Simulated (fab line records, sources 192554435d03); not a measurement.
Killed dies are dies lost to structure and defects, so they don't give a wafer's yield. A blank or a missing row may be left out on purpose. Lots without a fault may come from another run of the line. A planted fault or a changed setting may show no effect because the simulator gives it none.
Which tool did it? | flow n5_finfet | 11 lots, 31 wafers sampled, at 3 steps of a route of 1938

WHAT THE GAUGES READ, wafer by wafer
N5_SD_EPI_P_CD_MEAS_09: target cd 240 nm.
lot  | measured    | on        | cd_nm (nm)
L894 | day 3 05:49 | cd_sem-01 | 241.1 241.5 241.0
L896 | day 3 17:45 | cd_sem-01 | 240.9 241.4 240.9
L897 | day 4 00:17 | cd_sem-01 | 240.7 240.0 240.8
L899 | day 4 14:40 | cd_sem-01 | 241.2 243.0 241.8
L901 | day 4 22:25 | cd_sem-01 | 240.6 241.4 241.3
L902 | day 5 07:34 | cd_sem-03 | 240.8 240.0 240.8
L903 | day 5 14:10 | cd_sem-03 | 240.5 239.3 240.8
L904 | day 5 19:56 | cd_sem-02 | 239.5 241.2 240.4
L906 | day 6 08:34 | cd_sem-01 | 241.7 219.9
L907 | day 6 11:34 | cd_sem-03 | 220.0 241.8
L916 | day 8 23:06 | cd_sem-01 | 241.4 241.2 239.8

WHICH TOOL RAN EACH LOT (tool, then ch and the chambers of the sampled wafers, then the start)
lot  | N5_SD_EPI_N_VAPOR_ETCH_50      | N5_SD_EPI_P_PEB_07
L894 | epi_rpcvd-04 ch 0, day 3 03:05 | litho_track-02 ch 0, day 3 05:44
L896 | epi_rpcvd-03 ch 0, day 3 14:55 | litho_track-02 ch 0, day 3 17:41
L897 | epi_rpcvd-03 ch 0, day 3 21:35 | litho_track-04 ch 0, day 4 00:13
L899 | epi_rpcvd-01 ch 0, day 4 09:14 | litho_track-02 ch 0, day 4 14:35
L901 | epi_rpcvd-01 ch 0, day 4 18:56 | litho_track-03 ch 0, day 4 22:20
L902 | epi_rpcvd-04 ch 0, day 5 04:12 | litho_track-02 ch 0, day 5 07:30
L903 | epi_rpcvd-01 ch 0, day 5 10:39 | litho_track-02 ch 0, day 5 14:05
L904 | epi_rpcvd-01 ch 0, day 5 16:37 | litho_track-02 ch 0, day 5 19:52
L906 | epi_rpcvd-03 ch 0, day 6 05:56 | litho_track-02 ch 0, day 6 08:30
L907 | epi_rpcvd-03 ch 0, day 6 08:47 | litho_track-02 ch 0, day 6 11:30
L916 | epi_rpcvd-03 ch 0, day 8 19:07 | litho_track-04 ch 0, day 8 23:02
- N5_SD_EPI_N_VAPOR_ETCH_50: etches Si in HCl, time 54 s.
- N5_SD_EPI_P_PEB_07: peb time 60 s.

WHAT THE TOOLS THEMSELVES READ (means of the sampled wafers that have a number; where no wafer has one, the mark that the record gives instead)
N5_SD_EPI_N_VAPOR_ETCH_50.
lot  | tool         | throttle_valve_pct (%)
L894 | epi_rpcvd-04 | 12.31
L896 | epi_rpcvd-03 | 11.87
L897 | epi_rpcvd-03 | 11.77
L899 | epi_rpcvd-01 | 11.79
L901 | epi_rpcvd-01 | 11.90
L902 | epi_rpcvd-04 | 11.98
L903 | epi_rpcvd-01 | 11.92
L904 | epi_rpcvd-01 | 11.99
L906 | epi_rpcvd-03 | 11.82
L907 | epi_rpcvd-03 | 11.90
L916 | epi_rpcvd-03 | 11.66

N5_SD_EPI_P_PEB_07.
lot  | tool           | chill_plate_temp_C (C) | heater_power_total_W (W)
L894 | litho_track-02 | 23.08                  | 175.4
L896 | litho_track-02 | 22.99                  | 175.2
L897 | litho_track-04 | 22.99                  | 176.0
L899 | litho_track-02 | 22.90                  | 174.9
L901 | litho_track-03 | 23.02                  | 175.4
L902 | litho_track-02 | 23.05                  | 175.3
L903 | litho_track-02 | 23.03                  | 175.6
L904 | litho_track-02 | 22.99                  | 175.5
L906 | litho_track-02 | 23.09                  | 208.7
L907 | litho_track-02 | 22.88                  | 206.6
L916 | litho_track-04 | 23.13                  | 175.6

THE ANSWER, worked out from the rows above alone
Rule: what is usual is taken from the lots themselves. Put in order of their means at a reading, lots are off if they are a third of the lots or fewer, leave a main group of 4 or more, and stand apart from it by a gap of 3 or more times the standard deviation of the main group's means; of several such gaps the widest counts. A main group whose means are all the same, to the digits that the tables above print for the reading, isn't used. A lot without any number at a reading at which 4 lots or more have one is off too. The other lots that the step has rows for count as sound. The gauges are gone through in route order, then the tools' own readings, and for those a lot's mean is taken as printed above. The first step at which some lot is off is used, and at that step the reading that is off furthest; a lot without a number counts as furthest.
Off: L906, L907, at N5_SD_EPI_P_CD_MEAS_09 (cd_nm). The main group: mean 240.9 nm, standard deviation 0.52.
A tool fits if, at a process step before that reading, it ran every lot that is off, and no sound lot after the first of them. The gauges at N5_SD_EPI_P_CD_MEAS_09 aren't tried: what is off there is off at N5_SD_EPI_P_PEB_07 too, on other tools, and a gauge's error can't cause that. One fits: litho_track-02 at N5_SD_EPI_P_PEB_07. Its last sound lot is L904 (day 5 19:52), its first lot that is off L906 (day 6 08:30): a fault that began between those two fits.
The tool's own readings at N5_SD_EPI_P_PEB_07 bear it out: on the lots that are off they differ by more than 5 times the standard deviation of the sound lots' means. heater_power_total_W reads 207.6 W there against 175.4 W on the sound lots.

WHAT THE SIMULATOR HAD PUT IN
Process parameter drift: litho_track-02, from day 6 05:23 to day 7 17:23, at N5_SD_EPI_P_PEB_07. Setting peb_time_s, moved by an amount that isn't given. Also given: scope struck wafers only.
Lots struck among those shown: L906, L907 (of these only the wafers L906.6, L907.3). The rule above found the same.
